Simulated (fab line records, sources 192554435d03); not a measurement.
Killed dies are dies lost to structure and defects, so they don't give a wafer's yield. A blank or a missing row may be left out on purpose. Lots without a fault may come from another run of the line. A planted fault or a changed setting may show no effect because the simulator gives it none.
Which tool did it? | flow n5_finfet | 8 lots, 24 wafers sampled, at 4 steps of a route of 1938

WHAT THE GAUGES READ, wafer by wafer
N5_SD_EPI_P_INSPECT_26: inspects for defects (darkfield).
lot  | measured    | on                | raw_defect_count
L612 | day 3 16:28 | defect_inspect-02 | 147 132 135
L616 | day 4 15:57 | defect_inspect-02 | 123 195 156
L620 | day 5 16:22 | defect_inspect-02 | 160 153 129
L627 | day 7 13:04 | defect_inspect-02 | 448 427 460
L628 | day 7 14:40 | defect_inspect-02 | 131 125 97
L629 | day 7 22:52 | defect_inspect-01 | 427 431 409
L634 | day 9 02:30 | defect_inspect-02 | 169 135 168
L633 | day 9 06:00 | defect_inspect-01 | 175 190 173

WHICH TOOL RAN EACH LOT (tool, then ch and the chambers of the sampled wafers, then the start)
lot  | N5_SD_EPI_P_ETCH_36               | N5_SD_EPI_P_ETCH_37               | N5_SD_EPI_P_ETCHBACK_46
L612 | rie_diel-06 ch 0,3, day 3 12:47   | rie_diel-06 ch 0,3, day 3 12:50   | rie_diel-06 ch 0,3, day 3 13:10
L616 | rie_diel-06 ch 0,1, day 4 12:16   | rie_diel-06 ch 0,1, day 4 12:19   | rie_diel-06 ch 0,1, day 4 12:38
L620 | rie_diel-03 ch 0,1,2, day 5 12:41 | rie_diel-03 ch 0,1,2, day 5 12:44 | rie_diel-03 ch 0,1,2, day 5 13:04
L627 | rie_diel-06 ch 0,1,2, day 7 08:33 | rie_diel-06 ch 0,1,2, day 7 08:36 | rie_diel-06 ch 0,1,2, day 7 08:56
L628 | rie_diel-03 ch 1,3, day 7 10:58   | rie_diel-03 ch 1,3, day 7 11:01   | rie_diel-03 ch 1,3, day 7 11:21
L629 | rie_diel-06 ch 0,1, day 7 18:20   | rie_diel-06 ch 0,1, day 7 18:23   | rie_diel-06 ch 0,1, day 7 18:43
L634 | rie_diel-04 ch 2,3, day 8 22:28   | rie_diel-04 ch 2,3, day 8 22:31   | rie_diel-04 ch 2,3, day 8 22:50
L633 | rie_diel-03 ch 0,2,3, day 9 02:18 | rie_diel-03 ch 0,2,3, day 9 02:21 | rie_diel-03 ch 0,2,3, day 9 02:41
- N5_SD_EPI_P_ETCH_36: etches SiARC in CF4, target depth 45.5 nm, time 75.8 s.
- N5_SD_EPI_P_ETCH_37: etches SOC in N2/H2, overetch 108 nm, time 486 s.
- N5_SD_EPI_P_ETCHBACK_46: etches SiNx in CH3F/O2, stops on SiO2, target depth 17.5 nm.

THE ANSWER, worked out from the rows above alone
Rule: what is usual is taken from the lots themselves. Put in order of their means at a reading, lots are off if they are a third of the lots or fewer, leave a main group of 4 or more, and stand apart from it by a gap of 3 or more times the standard deviation of the main group's means; of several such gaps the widest counts. A main group whose means are all the same, to the digits that the tables above print for the reading, isn't used. A lot without any number at a reading at which 4 lots or more have one is off too. The other lots that the step has rows for count as sound.
Off: L627, L629, at N5_SD_EPI_P_INSPECT_26 (raw_defect_count). The main group: mean 150, standard deviation 19.
A tool fits if, at a process step before that reading, it ran every lot that is off, and no sound lot after the first of them. The gauges at N5_SD_EPI_P_INSPECT_26 are tried like those tools. One fits: rie_diel-06 at N5_SD_EPI_P_ETCH_36 and N5_SD_EPI_P_ETCH_37 and N5_SD_EPI_P_ETCHBACK_46. At N5_SD_EPI_P_ETCH_36 its last sound lot is L616 (day 4 12:16), its first lot that is off L627 (day 7 08:33): a fault that began between those two fits.

WHAT THE SIMULATOR HAD PUT IN
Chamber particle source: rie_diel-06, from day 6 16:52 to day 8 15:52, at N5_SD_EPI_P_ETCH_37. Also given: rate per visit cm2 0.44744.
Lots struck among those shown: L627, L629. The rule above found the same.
